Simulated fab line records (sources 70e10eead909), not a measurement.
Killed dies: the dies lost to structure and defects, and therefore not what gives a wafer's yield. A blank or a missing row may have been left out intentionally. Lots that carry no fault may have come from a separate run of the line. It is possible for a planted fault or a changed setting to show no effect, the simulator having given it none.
Chamber matching / flow nand_harc / NHARC_A_STAIRCASE_TRIM_229 on rie_diel-12: 4 sister chambers
The step chemistry O2, time 211.2 s. 8 wafers are shown with their chamber, then 7 later ones without.

EACH WAFER AND ITS CHAMBER
wafer=L075.2; chamber=0; showerhead_plenum_p_Torr (Torr)=3.46; drypump_motor_current_A (A)=5.8
wafer=L075.4; chamber=1; showerhead_plenum_p_Torr (Torr)=3.42; drypump_motor_current_A (A)=5.7
wafer=L077.1; chamber=3; showerhead_plenum_p_Torr (Torr)=3.62; drypump_motor_current_A (A)=6.1
wafer=L079.1; chamber=2; showerhead_plenum_p_Torr (Torr)=3.61; drypump_motor_current_A (A)=5.9
wafer=L079.3; chamber=1; showerhead_plenum_p_Torr (Torr)=3.41; drypump_motor_current_A (A)=5.6
wafer=L079.4; chamber=0; showerhead_plenum_p_Torr (Torr)=3.45; drypump_motor_current_A (A)=5.8
wafer=L081.3; chamber=2; showerhead_plenum_p_Torr (Torr)=3.61; drypump_motor_current_A (A)=5.8
wafer=L081.5; chamber=3; showerhead_plenum_p_Torr (Torr)=3.61; drypump_motor_current_A (A)=6.1

WAFERS WITHOUT THEIR CHAMBER
wafer=L081.6; showerhead_plenum_p_Torr (Torr)=3.61; drypump_motor_current_A (A)=5.9
wafer=L093.2; showerhead_plenum_p_Torr (Torr)=3.42; drypump_motor_current_A (A)=5.8
wafer=L093.4; showerhead_plenum_p_Torr (Torr)=3.59; drypump_motor_current_A (A)=6.0
wafer=L093.5; showerhead_plenum_p_Torr (Torr)=3.38; drypump_motor_current_A (A)=5.6
wafer=L097.1; showerhead_plenum_p_Torr (Torr)=3.58; drypump_motor_current_A (A)=5.8
wafer=L097.4; showerhead_plenum_p_Torr (Torr)=3.41; drypump_motor_current_A (A)=5.8
wafer=L097.5; showerhead_plenum_p_Torr (Torr)=3.58; drypump_motor_current_A (A)=5.9

CHAMBER TAKEN BY EACH
wafer=L081.6; from the rows above=2; in truth=2
wafer=L093.2; from the rows above=1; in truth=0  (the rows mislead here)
wafer=L093.4; from the rows above=can't be placed: 2 or 3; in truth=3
wafer=L093.5; from the rows above=1; in truth=1
wafer=L097.1; from the rows above=2; in truth=2
wafer=L097.4; from the rows above=1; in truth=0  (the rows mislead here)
wafer=L097.5; from the rows above=can't be placed: 2 or 3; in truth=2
3 of 7 placed correctly. From these rows, 2 cannot be placed; in 2 the true chamber is one of the candidates. Placed wrongly: 2.
How it was worked out, from the rows above alone: a wafer's distance from a chamber is the root of the sum, over the readings, of the square of ((its reading less the chamber's mean) divided by the reading's scatter). The wafer belongs to the nearest chamber; if the next one is less than 2 further off, it can't be placed. For every chamber, the mean is computed from those of its wafers that are shown. The scatter is the square root of a quotient: the sum, over the shown wafers, of each reading's squared deviation from its chamber's mean, divided by wafers minus chambers.
